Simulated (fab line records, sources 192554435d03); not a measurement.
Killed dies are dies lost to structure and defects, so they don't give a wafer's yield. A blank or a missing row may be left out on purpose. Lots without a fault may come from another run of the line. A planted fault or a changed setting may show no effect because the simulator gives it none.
Chamber matching | flow n5_finfet | N5_BEOL_M14_DEP_53 on pecvd-01: 3 sister chambers
The step deposits SiCN from 3MS/NH3, target thk 50 nm, time 17.8 s. 14 wafers are shown with their chamber, then 7 later ones without.

WAFERS WITH THEIR CHAMBER
wafer  | chamber | showerhead_plenum_p_Torr (Torr) | throttle_valve_pct (%) | rf_fwd_power_W (W)
L078.1 | 0       | 4.175                           | 17.1                   | 664.8
L078.2 | 1       | 4.158                           | 16.6                   | 664.2
L078.4 | 2       | 4.105                           | 16.3                   | 661.0
L077.2 | 1       | 4.162                           | 16.9                   | 662.6
L077.3 | 2       | 4.111                           | 16.5                   | 667.9
L077.6 | 2       | 4.111                           | 16.4                   | 671.2
L082.4 | 0       | 4.165                           | 16.9                   | 662.4
L082.5 | 1       | 4.159                           | 16.9                   | 663.1
L082.6 | 0       | 4.168                           | 17.0                   | 659.7
L087.1 | 2       | 4.108                           | 16.6                   | 669.6
L087.2 | 1       | 4.166                           | 16.5                   | 666.3
L087.3 | 0       | 4.164                           | 17.1                   | 661.5
L085.1 | 2       | 4.100                           | 16.4                   | 669.8
L085.4 | 2       | 4.099                           | 16.6                   | 665.0

SIGNATURES (means of the wafers above)
reading                  | chamber 0 | chamber 1 | chamber 2 | scatter within a chamber
showerhead_plenum_p_Torr | 4.16800   | 4.16125   | 4.10567   | 0.00479
throttle_valve_pct       | 17.025    | 16.725    | 16.467    | 0.144
rf_fwd_power_W           | 662.100   | 664.050   | 667.417   | 2.92
Rule: a wafer's distance from a chamber is the root of the sum, over the readings, of the square of ((its reading less the chamber's mean) divided by the reading's scatter). The wafer belongs to the nearest chamber; if the next one is less than 2 further off, it can't be placed. The scatter: the root of (the sum of the squares of (reading less its chamber's mean) over the shown wafers, divided by (wafers less chambers)).

WAFERS WITHOUT THEIR CHAMBER
wafer  | showerhead_plenum_p_Torr (Torr) | throttle_valve_pct (%) | rf_fwd_power_W (W)
L085.5 | 4.165                           | 16.6                   | 663.7
L090.1 | 4.093                           | 16.7                   | 669.9
L090.4 | 4.170                           | 16.8                   | 665.3
L090.5 | 4.166                           | 16.7                   | 666.3
L086.3 | 4.158                           | 17.0                   | 662.1
L086.4 | 4.167                           | 16.8                   | 664.0
L086.5 | 4.166                           | 16.9                   | 660.3

WHICH CHAMBER EACH WENT THROUGH
wafer  | from the rows above     | in truth
L085.5 | can't be placed: 1 or 0 | 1
L090.1 | 2                       | 2
L090.4 | can't be placed: 1 or 0 | 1
L090.5 | can't be placed: 1 or 0 | 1
L086.3 | can't be placed: 0 or 1 | 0
L086.4 | can't be placed: 1 or 0 | 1
L086.5 | can't be placed: 0 or 1 | 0
Placed correctly: 1 of 7. Can't be placed from these rows: 6 (the true chamber is among the candidates in 6). Placed wrongly: 0.
